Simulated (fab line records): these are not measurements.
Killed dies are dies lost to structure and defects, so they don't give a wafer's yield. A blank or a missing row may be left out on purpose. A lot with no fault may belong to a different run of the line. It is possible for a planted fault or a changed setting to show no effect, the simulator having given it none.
Matching of chambers || flow nand_harc || 4 sister chambers for NHARC_P_CONTACT_CMP_24 on cmp-03
The step polishes, t overpolish 30 s, target thk 200 nm. 7 wafers are shown with their chamber, then 7 later ones without.

EACH WAFER AND ITS CHAMBER
{"wafer": "L791.1", "chamber": 2, "motor_current_A (A)": 12.1, "time_to_endpoint_s (s)": 45}
{"wafer": "L791.4", "chamber": 0, "motor_current_A (A)": 10.4, "time_to_endpoint_s (s)": 41}
{"wafer": "L807.1", "chamber": 3, "motor_current_A (A)": 12.5, "time_to_endpoint_s (s)": 42}
{"wafer": "L807.4", "chamber": 2, "motor_current_A (A)": 11.9, "time_to_endpoint_s (s)": 42}
{"wafer": "L807.6", "chamber": 1, "motor_current_A (A)": 11.7, "time_to_endpoint_s (s)": 34}
{"wafer": "L811.2", "chamber": 3, "motor_current_A (A)": 12.4, "time_to_endpoint_s (s)": 43}
{"wafer": "L811.4", "chamber": 1, "motor_current_A (A)": 12.0, "time_to_endpoint_s (s)": 38}

WAFERS WITHOUT THEIR CHAMBER
{"wafer": "L811.5", "motor_current_A (A)": 11.9, "time_to_endpoint_s (s)": 42}
{"wafer": "L812.1", "motor_current_A (A)": 10.5, "time_to_endpoint_s (s)": 39}
{"wafer": "L812.4", "motor_current_A (A)": 11.9, "time_to_endpoint_s (s)": 43}
{"wafer": "L812.5", "motor_current_A (A)": 12.3, "time_to_endpoint_s (s)": 41}
{"wafer": "L813.1", "motor_current_A (A)": 11.8, "time_to_endpoint_s (s)": 42}
{"wafer": "L813.3", "motor_current_A (A)": 10.8, "time_to_endpoint_s (s)": 39}
{"wafer": "L813.5", "motor_current_A (A)": 10.8, "time_to_endpoint_s (s)": 40}

THE CHAMBER EACH PASSED THROUGH
{"wafer": "L811.5", "from the rows above": "can't be placed: 2 or 1", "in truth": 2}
{"wafer": "L812.1", "from the rows above": 0, "in truth": 0}
{"wafer": "L812.4", "from the rows above": 2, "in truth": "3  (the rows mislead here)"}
{"wafer": "L812.5", "from the rows above": "can't be placed: 3 or 2", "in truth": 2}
{"wafer": "L813.1", "from the rows above": "can't be placed: 2 or 1", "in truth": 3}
{"wafer": "L813.3", "from the rows above": 0, "in truth": 0}
{"wafer": "L813.5", "from the rows above": 0, "in truth": 0}
Correct placement for 3 of the 7. These rows do not allow placing 3 (true chamber among the candidates in 2). Wrongly placed: 1.
How it was worked out, from the rows above alone: a wafer's distance from a chamber is the root of the sum, over the readings, of the square of ((its reading less the chamber's mean) divided by the reading's scatter). The wafer belongs to the nearest chamber; if the next one is less than 2 further off, it can't be placed. For every chamber, the mean is computed from those of its wafers that are shown. The scatter is the square root of a quotient: the sum, over the shown wafers, of each reading's squared deviation from its chamber's mean, divided by wafers minus chambers.
